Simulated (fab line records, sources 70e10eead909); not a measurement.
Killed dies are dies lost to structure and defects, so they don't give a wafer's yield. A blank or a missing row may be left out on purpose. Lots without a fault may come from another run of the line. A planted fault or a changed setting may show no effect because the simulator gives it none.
Chamber matching | flow nand_harc | NHARC_P_M0_DEP_32 on pecvd-04: 3 sister chambers
The step deposits SiCN, target thk 30 nm. 6 wafers are shown with their chamber, then 8 later ones without.

WAFERS WITH THEIR CHAMBER
wafer  | chamber | heater_power_w (W)
L083.2 | 1       | 607
L083.3 | 2       | 663
L086.2 | 2       | 687
L086.5 | 1       | 562
L086.6 | 0       | 496
L087.2 | 0       | 464

WAFERS WITHOUT THEIR CHAMBER
wafer  | heater_power_w (W)
L087.3 | 586
L087.6 | 766
L090.2 | 607
L090.3 | 583
L090.6 | 734
L091.1 | 763
L091.4 | 792
L091.6 | 521

WHICH CHAMBER EACH WENT THROUGH
wafer  | from the rows above     | in truth
L087.3 | 1                       | 1
L087.6 | 2                       | 2
L090.2 | can't be placed: 1 or 2 | 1
L090.3 | 1                       | 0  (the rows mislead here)
L090.6 | 2                       | 2
L091.1 | 2                       | 2
L091.4 | 2                       | 2
L091.6 | can't be placed: 0 or 1 | 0
Placed correctly: 5 of 8. Can't be placed from these rows: 2 (the true chamber is among the candidates in 2). Placed wrongly: 1.
How it was worked out, from the rows above alone: a wafer's distance from a chamber is the root of the sum, over the readings, of the square of ((its reading less the chamber's mean) divided by the reading's scatter). The wafer belongs to the nearest chamber; if the next one is less than 2 further off, it can't be placed. A chamber's mean is the mean of its shown wafers. The scatter: the root of (the sum of the squares of (reading less its chamber's mean) over the shown wafers, divided by (wafers less chambers)).
